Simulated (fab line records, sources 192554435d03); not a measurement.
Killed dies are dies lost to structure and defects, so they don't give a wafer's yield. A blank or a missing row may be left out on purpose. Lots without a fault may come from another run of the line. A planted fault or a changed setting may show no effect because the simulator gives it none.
A struck lot beside a sound one | flow n5_finfet | 16 steps out of a route of 1938
Sound: wafers L724.1, L724.2, L724.4. Struck: wafers L716.2, L716.3, L716.6. The cause comes at the end.
At each step with rows: each side's tool, then ch and its chambers, then its first start. Under that, the readings that differ: sound wafers | struck wafers | difference of the means | sigmas: that difference in standard deviations of wafers without a fault.
alike: readings whose means differ by less than 2 such deviations, and words and numbers that are the same on both sides. not compared: withheld readings, readings that some wafer has no value for, bounds like >300 that may hide the same value, and numbers for which the record gives no deviation and whose values overlap.
The two part at a step that has a row with sigmas, a row that says differs or no value, or rows on one side only. Numbers that don't overlap but have no deviation are shown without sigmas and don't part them. A reading that every wafer of one side lacks parts them only if that side has two wafers or more.

N5_BEOL_M1_SPUTTER_48: material Cu, target thk 4.5 nm, time 8.29 s.
  sound on pvd_sputter-01, day 10 17:45; struck on pvd_sputter-02, day 8 15:17
  alike: chamber_pressure_pa, chuck_gas_flow_sccm, susceptor_temp_C, throttle_valve_pct
then, 4 steps without rows for these wafers: N5_BEOL_M1_ANNEAL_49 (time 240 s); N5_BEOL_M1_SPUTTER_79 (material Cu, target thk 4.5 nm, time 8.29 s); N5_BEOL_M1_ANNEAL_80 (time 240 s); N5_BEOL_M1_SPUTTER_81 (material Cu, target thk 4.5 nm, time 8.29 s).
N5_BEOL_M1_ANNEAL_82: time 240 s.
  sound on pvd_sputter-01, day 10 18:16; struck on pvd_sputter-02, day 8 15:48
  alike: heater_power_w, susceptor_temp_C
N5_BEOL_M1_SPUTTER_86: material Cu, target thk 4.5 nm, time 8.29 s.
  sound on pvd_sputter-01, day 10 18:25; struck on pvd_sputter-02, day 8 15:56
  alike: chamber_pressure_pa, chuck_gas_flow_sccm, susceptor_temp_C, throttle_valve_pct
then, 2 steps without rows for these wafers: N5_BEOL_M1_ANNEAL_87 (time 240 s); N5_BEOL_M1_SPUTTER_88 (material Cu, target thk 4.5 nm, time 8.29 s).
N5_BEOL_M1_ANNEAL_89: time 240 s.
  sound on pvd_sputter-01, day 10 18:43; struck on pvd_sputter-02, day 8 16:14
  alike: heater_power_w, susceptor_temp_C
N5_BEOL_M1_SPUTTER_90: material Cu, target thk 4.5 nm, time 8.29 s.
  sound on pvd_sputter-01, day 10 18:51; struck on pvd_sputter-02, day 8 16:23
  alike: chamber_pressure_pa, chuck_gas_flow_sccm, susceptor_temp_C, throttle_valve_pct
then, 1 step without rows for these wafers: N5_BEOL_M1_ANNEAL_91 (time 240 s).
N5_BEOL_M1_SPUTTER_92: material Cu, target thk 4.5 nm, time 8.29 s.
  sound on pvd_sputter-01, day 10 19:04; struck on pvd_sputter-02, day 8 16:36
  no value came back on the struck wafers for chamber_pressure_pa (Pa), chuck_gas_flow_sccm (sccm), susceptor_temp_C (C), throttle_valve_pct (%); on the sound wafers chamber_pressure_pa (Pa) reads 0.07002 0.06998 0.06976
then, 1 step without rows for these wafers: N5_BEOL_M1_ANNEAL_93 (time 240 s).
N5_BEOL_M4_RC_MEAS_101:
  sound on prober-02 ch 0, day 12 05:37; struck on prober-02 ch 0, day 10 03:49
  alike: DIBL_N, DIBL_P, IOFF_N, IOFF_P, ION_N, ION_P, SS_N, SS_P, VT_N, VT_P
N5_PASSIVATION_PROBE_49:
  the record has rows for the sound wafers here (prober-01, day 16 13:19) and none for the struck ones

WHERE THEY PART
First at N5_BEOL_M1_SPUTTER_92; last, within this record, at N5_PASSIVATION_PROBE_49.

WHY: what the simulator had put in
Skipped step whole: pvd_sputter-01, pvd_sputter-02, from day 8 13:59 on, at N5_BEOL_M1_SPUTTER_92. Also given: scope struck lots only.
